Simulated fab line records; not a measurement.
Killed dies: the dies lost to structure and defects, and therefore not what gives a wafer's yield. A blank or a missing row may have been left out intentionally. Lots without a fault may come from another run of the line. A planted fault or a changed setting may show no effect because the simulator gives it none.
Chamber matching -- flow n5-finfet -- ald-sin-03 running N5_BEOL_M4_ALD_98: 4 sister chambers
The step deposits SiO2, target thk 2.5 nm, pulse time 1 s, co reactant pulse time 1 s. 8 wafers are shown with their chamber, then 9 later ones without.

WAFERS WITH THEIR CHAMBER
wafer,chamber,heater-power-w (W),heater-power-outer-w (W)
L075.5,0,82,46
L081.3,2,78,40
L081.6,2,77,39
L084.2,3,69,37
L084.6,1,95,46
L087.3,1,98,47
L087.5,3,66,38
L087.6,0,78,45

WAFERS MISSING THEIR CHAMBER
wafer,heater-power-w (W),heater-power-outer-w (W)
L090.1,79,45
L090.3,94,47
L090.5,68,38
L092.1,78,45
L092.2,93,48
L092.4,66,37
L096.4,79,40
L096.5,78,45
L096.6,69,38

WHICH CHAMBER EACH ONE RAN IN
wafer,from the rows above,in truth
L090.1,0,0
L090.3,1,1
L090.5,3,3
L092.1,0,0
L092.2,1,1
L092.4,3,3
L096.4,2,2
L096.5,0,0
L096.6,3,3
Correctly placed: 9 of 9. Can't be placed from these rows: 0. 0 placed wrongly.
How it was worked out, from the rows above alone: a wafer's distance from a chamber is the root of the sum, over the readings, of the square of ((its reading less the chamber's mean) divided by the reading's scatter). If the next closest chamber is less than 2 further off than the closest, the wafer can't be placed; otherwise it belongs to the closest. Each chamber's mean is taken over the wafers shown for it. The scatter: the root of (the sum of the squares of (reading less its chamber's mean) over the shown wafers, divided by (wafers less chambers)).
